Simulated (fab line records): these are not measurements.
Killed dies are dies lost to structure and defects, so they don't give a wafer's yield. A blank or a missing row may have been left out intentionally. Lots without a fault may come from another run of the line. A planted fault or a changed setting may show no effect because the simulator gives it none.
Which tool did it? -- flow nand_harc -- at 1 step of a route of 1159, 14 lots with 42 wafers sampled

## WHAT THE GAUGES SHOWED, per wafer
NHARC_A_M1_THK_MEAS_24: measures by xrf.
lot,measured,on,thk_nm (nm)
L808,day 18 03:50,film_metro-01,154.6 154.8 151.3
L809,day 18 15:36,film_metro-02,157.4 151.9 155.3
L812,day 18 18:53,film_metro-01,152.9 152.5 156.2
L810,day 18 19:49,film_metro-02,155.1 153.4 156.8
L813,day 19 16:22,film_metro-02,155.0 156.2 152.3
L815,day 19 20:51,film_metro-01,153.5 153.2 154.0
L816,day 19 23:00,film_metro-01,153.8 151.4 154.2
L817,day 19 23:20,film_metro-02,154.8 152.5 151.7
L819,day 20 16:18,film_metro-01,154.6 152.3 154.5
L821,day 20 17:31,film_metro-02,153.2 153.8 151.4
L822,day 21 23:41,film_metro-01,154.3 153.5 153.7
L823,day 22 06:37,film_metro-01,156.7 157.7 157.0
L826,day 22 12:33,film_metro-02,154.8 156.7 156.0
L830,day 22 21:38,film_metro-02,155.8 154.4 158.5

## TOOL THAT RAN EACH LOT (tool first, then ch and the chambers of the sampled wafers, then the start)
The record shows no process step preceding these readings.

## WHAT THE TOOLS THEMSELVES READ (means of the sampled wafers that have a number; where no wafer has one, the mark that the record gives instead)
The record holds no such reading with a usual standard deviation.

## THE ANSWER, worked out from the rows above alone
Rule: what is usual is taken from the lots themselves. The widest of any qualifying gaps counts: lots, ordered by their means at a reading, are off when they make up no more than a third of the lots, leave a main group of 4 or more, and stand apart from it by 3 or more times the standard deviation of that group's means. If all means in a main group match to the digits the tables above print for the reading, that group is not used. A lot without any number at a reading at which 4 lots or more have one is off too. Any other lot the step has rows for is counted as sound. After the gauges, taken in route order, come the tools' own readings; for these a lot's mean is taken, as printed above. The first step at which some lot is off is used, and at that step the reading that is off furthest; a lot without a number counts as furthest.
Nothing can be told from this: no lot is off at any reading shown.

## WHAT THE SIMULATOR HAD INSERTED
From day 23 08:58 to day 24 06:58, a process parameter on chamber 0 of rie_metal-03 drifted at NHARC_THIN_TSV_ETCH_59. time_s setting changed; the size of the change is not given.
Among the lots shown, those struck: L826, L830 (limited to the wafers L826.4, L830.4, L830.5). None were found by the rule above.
